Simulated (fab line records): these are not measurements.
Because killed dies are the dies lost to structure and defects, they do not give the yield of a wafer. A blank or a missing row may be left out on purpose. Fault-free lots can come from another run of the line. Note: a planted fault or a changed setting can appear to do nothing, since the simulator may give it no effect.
A lot that was struck, set against a sound lot	flow n5 finfet	16 steps out of a route of 1938
Sound: the wafers L965.1, L965.5, L965.6. Struck: wafer L957.2; the same lot's L957.1 was not struck, so it is left out; see the end for the cause.
Per side, at each step with rows, come the tool, then ch with its chambers, and then its first start. Under that, the readings that differ: sound wafers	struck wafers	difference of the means	sigmas: that difference in standard deviations of wafers without a fault.
alike: words and numbers the same on both sides, and readings whose means are apart by under 2 such deviations; not compared: readings that were withheld, readings missing a value for some wafer, numbers with overlapping values and no deviation given by the record, and bounds like >300 which may hide the same value.
Wherever a step has rows on one side only, a row that says differs or no value, or a row with sigmas, the two part there. When numbers do not overlap yet have no deviation, they are printed without sigmas and do not part them. Lack of a reading on every wafer of one side parts them only where that side has two or more wafers.

first, 2 steps without rows for these wafers: N5_BEOL_M4_STRIP_36 (strips in N2/H2); N5_BEOL_M4_TRENCH_ETCH_37 (etches SiOC in C4F6/O2, target depth 55.555 nm, time 29.2 s).
N5_BEOL_M4_ETCH_41: etches SiCN in CH3F/O2, target depth 29.9 nm, time 52.5 s.
  sound on rie diel-02 ch 1,3; struck on rie diel-06 ch 1
reading	sound	struck	difference	sigmas
drypump motor current A (A)	5.3 5.3 5.7	6.5	+1.1	+2
throttle valve pct (%)	16.41 16.42 16.66	15.90	-0.60	-2
  alike: CH3F_flow_sccm, oes product au, rf vpp V, showerhead plenum p Torr
  not compared: rf hours counter h
N5_BEOL_M4_STRIP_97: strips in N2/H2, time 10 s.
  sound on rie diel-02 ch 1,3; struck on rie diel-06 ch 1
  alike: drypump motor current A, oes product au, rf vpp V, showerhead plenum p Torr, throttle valve pct
  not compared: rf hours counter h
N5_BEOL_M4_OCD_MEAS_38:
  sound: ocd-01 at day 12 22:34; struck: ocd-02 at day 10 13:55
  alike: trench depth nm
then, 4 steps without rows for these wafers: N5_BEOL_M4_HM_STRIP_39 (strips TiN in peroxide tin strip, target depth 25 nm, time 158 s); N5_BEOL_M4_SRD_40 (time 30 s); N5_BEOL_M4_PRECLEAN_42 (cleans in residue remover, time 60 s); N5_BEOL_M4_SRD_43 (time 30 s).
N5_BEOL_M4_CD_MEAS_35: target cd 18 nm, target cd y 22.4 nm.
  sound: cd sem-01 at day 12 22:50; struck: cd sem-02 at day 10 14:10
  alike: cd nm
N5_BEOL_M4_DEGAS_44: time 60 s.
  sound: pvd sputter-02 at day 12 23:03; struck: pvd sputter-01 at day 10 14:25
  alike: heater power w
N5_BEOL_M4_PRE_CLEAN_45: time 30 s.
  sound: pvd sputter-02 at day 12 23:05; struck: pvd sputter-01 at day 10 14:28
  alike: heater power w
N5_BEOL_M4_ALD_84: deposits TaN, pulse time 2 s, purge time 3 s, co reactant purge time 2 s.
  sound on ald metal-01 ch 2,3, day 12 23:10; struck on ald metal-02 ch 1, day 10 14:33
reading	sound	struck	difference	sigmas
co reactant pulse time s (s)	3 3 3	2.8502	-0.1498	
  alike: heater power outer w, heater power w
N5_BEOL_M4_SURFACE_TREAT_85:
  sound: pvd sputter-03 at day 12 23:24; struck: pvd sputter-03 at day 10 14:49
  not compared: throttle valve pct
N5_BEOL_M4_RC_MEAS_101:
  sound on prober-02 ch 0, day 13 02:37; struck on prober-01 ch 0, day 10 17:58
  alike: DIBL_N, DIBL_P, IOFF_N, IOFF_P, ION_N, ION_P, SS_N, SS_P, VT_N, VT_P
-- a jump in the record: the struck wafers' starts before and after are 5 days apart (it breaks off in module BEOL_M4 and resumes in module PASSIVATION, where the first step shown is number 1936 of the route) --
N5_PASSIVATION_PROBE_49:
  sound: prober-01 at day 17 18:22; struck: prober-02 at day 15 09:28
reading	sound	struck	difference	sigmas
killed at contacts	17 20 27	6	-15	-3
  alike: defect limited yield, killed_at_M0_to_M3, killed_at_M4_up, killed at front end, killed at other, killed dies, killed on rim, killed open, killed short, sort_bin_5_function, sort_bin_6_memory, sort_bin_8_speed, sort n pass, sort yield pct

WHERE THEY PART
Last at N5_PASSIVATION_PROBE_49 as far as this record goes, first at N5_BEOL_M4_ETCH_41.

WHY: whatever the simulator had introduced
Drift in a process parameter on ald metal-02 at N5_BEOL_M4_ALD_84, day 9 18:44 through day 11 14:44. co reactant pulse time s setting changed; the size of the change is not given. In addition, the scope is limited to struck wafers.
